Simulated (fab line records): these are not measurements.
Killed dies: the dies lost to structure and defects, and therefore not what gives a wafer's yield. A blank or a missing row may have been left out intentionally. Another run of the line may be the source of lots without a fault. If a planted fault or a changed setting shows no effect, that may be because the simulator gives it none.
fab line records -- flow nandHarc
record lots=13, wafers=39, lastDay=33
route steps=1302 shown A_BLC@1130 A_M0@1146 END@1302
lots that met no fault: from a run of the same line without faults
startH: start of the lot's first displayed wafer, in hours after the record's first day -- waitH: hours since the lot's step before -- " same as the row above -- L1.1+2: a single row standing in for several wafers -- - no value, or no start given -- * or withheld: withheld -- < > ~ a bound
route shown NAME@n: a module of which the file shows steps, and the number in the route of the first -- usual: the fault-free wafers' mean and standard deviation -- same: alike in all rows -- chamber/n: place in a boat -- sites: per-site readings -- _std_site: how widely they spread, as a standard deviation -- _edge_site: mean of outer sites minus mean of inner sites -- radiusMm: for every site, how far away it sits from the centre of the wafer -- mask NAME#n: copy n -- behind: the last tool/chamber to shape the wafer -- hold: cause of the lot's hold/its duration in hours/its outcome -- device: which transistor (n, p or np) failed to switch -- end of line: at the end of the route, the tests of the same wafers -- for a step that has no rows: nothing shown but its recipe -- killed: at the first sort, the dies lost to defects and structure; wafer yield is something else -- map: per-die view of a wafer (x killed, . not killed, _ where there is no die)
set.NAME: the setting the step ran with; set.NAME@STEP: the setting that earlier step ran with -- model.NAME: the simulator's own value behind a step, which no gauge read
steps of the route over a sample of lots; a table a step, a row a wafer
services: from which hour (startH, from the record's first day; less than 0 if before it) a tool's chamber was out of use, for how many hours, and why
## steps
# step NHARC_A_BLC_PVD_32
# recipe targetThkA=50, chamberPressurePa=5, powerW=5000, substrateTempC=200, timeS=17.7, material=Ti
# usual throttleValvePct=29.8/0.96
lot.wafer,tool,chamber,startH,waitH,throttleValvePct
L175.2,pvdSputter-01,-,-,-,28.3
L175.4,pvdSputter-01,-,-,-,29.1
L175.6,pvdSputter-01,-,-,-,30.4
L174.1,pvdSputter-02,-,-,-,30.4
L174.2,pvdSputter-02,-,-,-,30.8
L174.3,pvdSputter-02,-,-,-,30.0
L177.4,pvdSputter-03,-,-,-,28.2
L177.5,pvdSputter-03,-,-,-,29.7
L177.6,pvdSputter-03,-,-,-,28.1
L178.4,pvdSputter-01,-,-,-,28.4
L178.3,pvdSputter-01,-,-,-,30.6
L178.6,pvdSputter-01,-,-,-,29.2
L180.4,pvdSputter-03,-,-,-,30.2
L180.3,pvdSputter-03,-,-,-,28.7
L180.5,pvdSputter-03,-,-,-,28.6
L179.4,pvdSputter-02,-,-,-,30.7
L179.1,pvdSputter-02,-,-,-,30.0
L179.5,pvdSputter-02,-,-,-,31.0
L181.2,pvdSputter-01,-,-,-,30.6
L181.3,pvdSputter-01,-,-,-,28.4
L181.5,pvdSputter-01,-,-,-,29.1
L184.3,pvdSputter-01,-,-,-,29.2
L184.1,pvdSputter-01,-,-,-,30.6
L184.6,pvdSputter-01,-,-,-,27.4
L183.1,pvdSputter-02,-,-,-,30.3
L183.5,pvdSputter-02,-,-,-,30.6
L183.6,pvdSputter-02,-,-,-,31.0
L193.1,pvdSputter-01,-,-,-,27.8
L193.3,pvdSputter-01,-,-,-,30.7
L193.5,pvdSputter-01,-,-,-,27.6
L194.2,pvdSputter-02,-,-,-,30.3
L194.4,pvdSputter-02,-,-,-,29.9
L194.6,pvdSputter-02,-,-,-,30.5
L195.4,pvdSputter-02,-,-,-,30.0
L195.2,pvdSputter-02,-,-,-,29.9
L195.5,pvdSputter-02,-,-,-,30.3
L196.4,pvdSputter-01,-,-,-,27.7
L196.6,pvdSputter-01,-,-,-,29.1
L196.5,pvdSputter-01,-,-,-,29.9
# step NHARC_A_BLC_ALD_23
# recipe targetThkA=30, pulseTimeS=1, aldCycles=150, tempC=450, material=TiN
# usual heaterPowerW=1062/130, precursorPulseHeightRel=1.001/0.021
lot.wafer,tool,chamber,startH,waitH,heaterPowerW,precursorPulseHeightRel
L175.4,aldMetal-02,1,531.82,-,1140,0.979
L175.2,aldMetal-02,2,531.82,-,925,0.998
L175.6,aldMetal-02,1,531.82,-,1169,0.983
L174.3,aldMetal-04,1,533.33,-,1295,1.025
L174.1,aldMetal-04,2,533.33,-,1186,1.019
L174.2,aldMetal-04,0,533.33,-,1317,1.020
L177.4,aldMetal-02,1,550.20,-,1167,1.000
L177.5,aldMetal-02,0,550.20,-,850,1.023
L177.6,aldMetal-02,1,550.20,-,1171,0.979
L178.3,aldMetal-01,1,550.92,-,915,1.014
L178.6,aldMetal-01,2,550.92,-,1064,0.999
L178.4,aldMetal-01,0,550.92,-,1021,1.027
L180.3,aldMetal-01,0,561.87,-,1052,0.971
L180.4,aldMetal-01,1,561.87,-,925,1.035
L180.5,aldMetal-01,0,561.87,-,1027,0.966
L179.1,aldMetal-02,1,563.43,-,1168,0.970
L179.4,aldMetal-02,2,563.43,-,963,1.033
L179.5,aldMetal-02,0,563.43,-,886,1.033
L181.3,aldMetal-01,0,581.82,-,1003,1.031
L181.2,aldMetal-01,1,581.82,-,928,1.038
L181.5,aldMetal-01,0,581.82,-,1063,1.030
L184.1,aldMetal-01,0,605.52,-,1048,1.016
L184.3,aldMetal-01,1,605.52,-,940,1.030
L184.6,aldMetal-01,3,605.52,-,1087,0.965
L183.1,aldMetal-02,2,609.78,-,951,1.008
L183.5,aldMetal-02,2,609.78,-,941,1.000
L183.6,aldMetal-02,3,609.78,-,1189,1.008
L193.3,aldMetal-04,1,705.41,-,1310,1.006
L193.1,aldMetal-04,3,705.41,-,977,0.997
L193.5,aldMetal-04,0,705.41,-,1246,1.010
L194.2,aldMetal-02,2,706.40,-,970,0.986
L194.4,aldMetal-02,0,706.40,-,865,0.990
L194.6,aldMetal-02,3,706.40,-,1212,0.993
L195.4,aldMetal-02,2,729.36,-,965,1.009
L195.2,aldMetal-02,0,729.36,-,863,0.963
L195.5,aldMetal-02,3,729.36,-,1198,0.991
L196.4,aldMetal-01,3,735.10,-,1101,1.037
L196.6,aldMetal-01,1,735.10,-,942,1.002
L196.5,aldMetal-01,2,735.10,-,1116,0.974
# step NHARC_A_BLC_CMP_25
# recipe tOverpolishS=30, targetThkNm=150
# usual motorCurrentA=11.9/1.3, overpolishRunS=29.999/0.009, timeToEndpointS=29.8/2.8
lot.wafer,tool,chamber,startH,waitH,motorCurrentA,overpolishRunS,timeToEndpointS
L175.2,cmp-03,2,532.55,0.4,13.0,30.006,31.9
L175.4,cmp-03,3,532.55,0.4,10.5,29.999,26.9
L175.6,cmp-03,2,532.55,0.4,13.1,30.008,31.0
L174.1,cmp-01,1,534.09,0.5,10.2,29.994,33.2
L174.3,cmp-01,3,534.09,0.5,10.2,30.005,27.9
L174.2,cmp-01,0,534.09,0.5,9.6,29.999,26.3
L177.4,cmp-02,0,550.91,0.2,12.6,30.000,32.5
L177.6,cmp-02,0,550.91,0.2,12.8,30.008,32.6
L177.5,cmp-02,1,550.91,0.2,12.7,30.006,26.2
L178.3,cmp-01,2,551.72,0.3,11.1,30.001,28.8
L178.4,cmp-01,3,551.72,0.3,10.2,30.005,26.1
L178.6,cmp-01,1,551.72,0.3,9.4,30.011,29.0
L180.3,cmp-03,2,562.61,0.2,13.4,30.007,30.6
L180.4,cmp-03,3,562.61,0.2,10.2,30.012,27.6
L180.5,cmp-03,3,562.61,0.2,10.3,30.003,26.9
L179.1,cmp-01,2,564.16,0.4,10.7,29.988,29.9
L179.4,cmp-01,0,564.16,0.4,9.5,29.987,29.6
L179.5,cmp-01,1,564.16,0.4,9.8,29.993,34.2
L181.3,cmp-02,2,582.57,0.4,12.9,29.986,28.4
L181.2,cmp-02,3,582.57,0.4,11.9,30.016,26.1
L181.5,cmp-02,0,582.57,0.4,12.3,29.999,32.6
L184.1,cmp-03,0,606.26,0.5,12.4,29.985,32.3
L184.3,cmp-03,1,606.26,0.5,13.5,29.999,29.8
L184.6,cmp-03,3,606.26,0.5,10.5,30.020,25.3
L183.1,cmp-02,3,610.52,0.4,12.7,30.007,27.3
L183.6,cmp-02,3,610.52,0.4,12.2,30.001,26.6
L183.5,cmp-02,0,610.52,0.4,12.8,29.979,33.8
L193.1,cmp-02,0,706.56,0.8,12.7,30.004,34.4
L193.3,cmp-02,3,706.56,0.8,12.5,29.998,26.7
L193.5,cmp-02,1,706.56,0.8,13.5,29.988,29.0
L194.2,cmp-01,3,707.13,0.4,10.2,29.991,28.3
L194.4,cmp-01,2,707.13,0.4,11.3,30.012,25.8
L194.6,cmp-01,0,707.13,0.4,9.8,29.995,29.2
L195.4,cmp-01,2,730.14,0.4,11.1,30.004,31.2
L195.2,cmp-01,3,730.14,0.4,10.4,29.997,28.0
L195.5,cmp-01,0,730.14,0.4,9.5,30.004,31.8
L196.4,cmp-02,2,735.82,0.3,12.0,30.012,32.4
L196.5,cmp-02,1,735.82,0.3,13.0,30.007,32.4
L196.6,cmp-02,2,735.82,0.3,12.1,30.000,33.7
# step NHARC_A_M0_DEVELOP_08
# recipe developTimeS=35, devTempC=23
lot.wafer,tool,chamber,startH,waitH
L175.2+4+6,lithoTrack-01,0,533,-
L174.1+2+3,lithoTrack-04,0,535,-
L177.4+5+6,lithoTrack-06,0,552,-
L178.3+4+6,lithoTrack-01,0,552,-
L180.3+4+5,lithoTrack-06,0,563,-
L179.1+4+5,lithoTrack-04,0,565,-
L181.2+3+5,lithoTrack-06,0,583,-
L184.1+3+6,lithoTrack-01,0,607,-
L183.1+5+6,lithoTrack-04,0,611,-
L193.1+3+5,lithoTrack-04,0,707,-
L194.2+4+6,lithoTrack-04,0,708,-
L195.2+4+5,lithoTrack-01,0,731,-
L196.4+5+6,lithoTrack-01,0,737,-
# step NHARC_A_M0_CD_MEAS_09
# recipe targetCdNm=80, landingEnergyEv=500
# usual cdNm=80.0/0.57
lot.wafer,tool,chamber,startH,waitH,hold,cdNm
L175.2,cdSem-03,0,533.70,-,-,80.2
L175.4,cdSem-03,0,533.70,-,-,78.9
L175.6,cdSem-03,0,533.70,-,-,79.8
L174.1,cdSem-03,0,535.26,-,-,79.6
L174.2,cdSem-03,0,535.26,-,-,79.4
L174.3,cdSem-03,0,535.26,-,-,80.0
L177.4,cdSem-01,0,552.23,-,-,79.1
L177.5,cdSem-01,0,552.23,-,-,80.0
L177.6,cdSem-01,0,552.23,-,-,78.8
L178.3,cdSem-03,0,552.88,-,-,79.8
L178.4,cdSem-03,0,552.88,-,-,80.0
L178.6,cdSem-03,0,552.88,-,-,79.2
L180.3,cdSem-03,0,563.80,-,-,80.7
L180.4,cdSem-03,0,563.80,-,-,80.2
L180.5,cdSem-03,0,563.80,-,-,80.4
L179.1,cdSem-02,0,565.44,-,-,81.3
L179.4,cdSem-02,0,565.44,-,-,80.2
L179.5,cdSem-02,0,565.44,-,-,81.5
L181.2,cdSem-02,0,583.70,-,-,79.5
L181.3,cdSem-02,0,583.70,-,-,80.0
L181.5,cdSem-02,0,583.70,-,-,80.8
L184.1,cdSem-03,0,607.41,-,-,80.2
L184.3,cdSem-03,0,607.41,-,-,80.8
L184.6,cdSem-03,0,607.41,-,-,80.0
L183.1,cdSem-03,0,611.82,-,-,80.0
L183.5,cdSem-03,0,611.82,-,-,80.3
L183.6,cdSem-03,0,611.82,-,-,80.5
L193.1,cdSem-01,0,707.73,-,awaitDispo/0.2h/release,76.8
L193.3,cdSem-01,0,707.73,-,awaitDispo/0.2h/release,77.4
L193.5,cdSem-01,0,707.73,-,awaitDispo/0.2h/release,76.5
L193.1,cdSem-01,0,-,-,-,76.9
L193.3,cdSem-01,0,-,-,-,77.7
L193.5,cdSem-01,0,-,-,-,76.7
L194.2,cdSem-02,0,708.46,-,awaitDispo/0.2h/release,76.3
L194.4,cdSem-02,0,708.46,-,awaitDispo/0.2h/release,76.2
L194.6,cdSem-02,0,708.46,-,awaitDispo/0.2h/release,75.8
L194.2,cdSem-02,0,-,-,-,75.9
L194.4,cdSem-02,0,-,-,-,75.2
L194.6,cdSem-02,0,-,-,-,75.7
L195.2,cdSem-02,0,731.40,-,-,79.8
L195.4,cdSem-02,0,731.40,-,-,79.5
L195.5,cdSem-02,0,731.40,-,-,79.9
L196.4,cdSem-01,0,737.11,-,-,79.7
L196.5,cdSem-01,0,737.11,-,-,80.5
L196.6,cdSem-01,0,737.11,-,-,80.6
# step NHARC_END_SORT_01
# recipe tempC=25
# usual defectLimitedYield=91/3.4, killedAtArray=55/23, killedAtOther=1.0/1.2, killedAtPeriphery=3.2/2.7, killedDies=59/23, killedOpen=3.1/1.6, killedShort=2.2/1.5
# same grossDies=677
lot.wafer,tool,chamber,startH,waitH,defectLimitedYield[%],killedAtArray,killedAtOther,killedAtPeriphery,killedDies,killedOpen,killedShort
L180.3,prober-01,0,606.05,3.1,87,83,1,6,90,2,5
L180.4,prober-01,0,606.85,3.4,85,93,2,7,102,2,9
L180.5,prober-01,0,607.65,3.7,90,58,2,7,67,4,3
L194.2,prober-01,0,764.95,2.8,92,50,1,2,53,0,0
L194.4,prober-01,0,766.56,3.4,91,61,0,1,62,4,2
L194.6,prober-01,0,768.17,4.0,92,50,0,4,54,3,4
L193.1,prober-01,0,777.51,2.5,88,82,0,1,83,5,3
L193.3,prober-01,0,779.14,3.1,88,78,0,1,79,3,1
L193.5,prober-01,0,780.77,3.8,88,76,0,4,80,3,1
# killed by level:class
L180.3 A_CHANNEL_HOLE_D1:chamberFilmFlake=40 A_CHANNEL_HOLE_D2:chamberFilmFlake=26 A_CONTACT:chamberFilmFlake=7 A_M1:chamberFilmFlake=4 P_M2:chamberFilmFlake=2 A_WL_FILL:chamberFilmFlake=2 P_STI:geometricParticle:short=1 P_CONTACT:geometricParticle:short=1
L180.4 A_CHANNEL_HOLE_D2:chamberFilmFlake=39 A_CHANNEL_HOLE_D1:chamberFilmFlake=36 P_ZERO_WELL:chamberFilmFlake=4 A_CONTACT:chamberFilmFlake=4 A_CHANNEL_FILL_D2:geometricParticle:short=3 A_ONON_D1:geometricParticle:short=2 A_WL_FILL:geometricParticle:short=2 P_M2:chamberFilmFlake=2
L180.5 A_CHANNEL_HOLE_D1:chamberFilmFlake=24 A_CHANNEL_HOLE_D2:chamberFilmFlake=20 P_ZERO_WELL:chamberFilmFlake=3 P_M2:chamberFilmFlake=3 A_CONTACT:chamberFilmFlake=3 A_CHANNEL_FILL_D1:geometricParticle:open=2 A_CHANNEL_FILL_D1:chamberFilmFlake=2 A_M1:chamberFilmFlake=2
L194.2 A_SLIT:chamberFilmFlake=26 A_CHANNEL_HOLE_D1:chamberFilmFlake=9 A_STAIRCASE:chamberFilmFlake=5 A_SGD_CUT:chamberFilmFlake=3 A_WL_FILL:chamberFilmFlake=3 A_DECK1_JOINT:chamberFilmFlake=2 A_BONDPAD:chamberFilmFlake=2 P_STI:chamberFilmFlake=1
L194.4 A_SLIT:chamberFilmFlake=28 A_CHANNEL_HOLE_D1:chamberFilmFlake=18 A_BONDPAD:chamberFilmFlake=3 A_CHANNEL_FILL_D2:geometricParticle:open=2 A_SGD_CUT:chamberFilmFlake=2 P_CONTACT:geometricParticle:open=1 A_CHANNEL_FILL_D1:geometricParticle:short=1 A_DECK1_JOINT:geometricParticle:short=1
L194.6 A_SLIT:chamberFilmFlake=27 A_CHANNEL_HOLE_D1:chamberFilmFlake=12 P_M0:geometricParticle:open=2 A_CHANNEL_FILL_D2:geometricParticle:short=2 P_GATE:chamberFilmFlake=2 A_SGD_CUT:chamberFilmFlake=2 A_WL_FILL:chamberFilmFlake=2 A_ONON_D2:geometricParticle:open=1
L193.1 A_CHANNEL_HOLE_D1:chamberFilmFlake=29 A_CHANNEL_HOLE_D2:chamberFilmFlake=23 A_CONTACT:chamberFilmFlake=8 A_STAIRCASE:chamberFilmFlake=7 A_SLIT:chamberFilmFlake=4 A_DECK1_JOINT:geometricParticle:open=2 A_BONDPAD:chamberFilmFlake=2 A_ONON_D1:geometricParticle:open=1
L193.3 A_CHANNEL_HOLE_D1:chamberFilmFlake=26 A_CHANNEL_HOLE_D2:chamberFilmFlake=24 A_STAIRCASE:chamberFilmFlake=7 A_CONTACT:chamberFilmFlake=6 A_SLIT:chamberFilmFlake=6 A_CHANNEL_FILL_D2:chamberFilmFlake=3 A_BONDPAD:chamberFilmFlake=2 A_ONON_D1:geometricParticle:open=1
L193.5 A_CHANNEL_HOLE_D1:chamberFilmFlake=34 A_CHANNEL_HOLE_D2:chamberFilmFlake=21 A_STAIRCASE:chamberFilmFlake=6 A_SLIT:chamberFilmFlake=6 A_CONTACT:chamberFilmFlake=4 A_DECK1_JOINT:chamberFilmFlake=2 P_CONTACT:geometricParticle:open=1 P_M0:geometricParticle:open=1
## services
tool,chamber,startH,hours,kind
aldMetal-01,-,526.00,10.0,pm
cmp-02,-,526.57,4.0,pm
pvdSputter-01,-,533.44,1.6,repair
aldMetal-01,1,538.95,2.9,repair
cmp-01,-,539.12,3.0,repair
cmp-01,-,546.55,0.5,repair
aldMetal-01,3,548.05,5.2,repair
cmp-01,-,550.59,0.6,repair
lithoTrack-04,-,553.00,7.0,pm
cmp-02,-,554.60,0.9,repair
cmp-01,-,581.66,5.6,repair
pvdSputter-01,-,582.00,10.0,pm
cmp-01,-,600.23,11.6,repair
aldMetal-02,-,610.00,10.0,pm
cmp-01,-,611.94,4.0,pm
cmp-02,-,624.57,4.0,pm
pvdSputter-02,-,638.03,10.0,pm
aldMetal-02,-,639.90,0.3,repair
cmp-02,-,650.38,0.9,repair
cmp-01,-,654.54,1.7,repair
cmp-02,-,669.08,1.9,repair
aldMetal-02,-,674.13,0.6,repair
lithoTrack-01,-,680.00,7.0,pm
pvdSputter-01,-,724.19,2.4,repair
## key
firstSign step=NHARC_A_M0_CD_MEAS_09, reading=visit, direction=added
effect step=NHARC_A_M0_CD_MEAS_09, reading=cdNm, direction=down, sigmas=6.2, usual=80.0, struck=76.5
metAt NHARC_A_M0_DEVELOP_08
struckLots L193,L194
notActingAt NHARC_A_BLC_PVD_32,NHARC_A_BLC_ALD_23,NHARC_A_BLC_CMP_25
onsetBetween 611 707
fault kind=processParameterDrift, tool=lithoTrack-04, chamber=-, onsetH=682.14, steps=NHARC_A_M0_DEVELOP_08, channel=developTimeS, offset=*, shape=step, endH=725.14, actsIn=*, stated=*
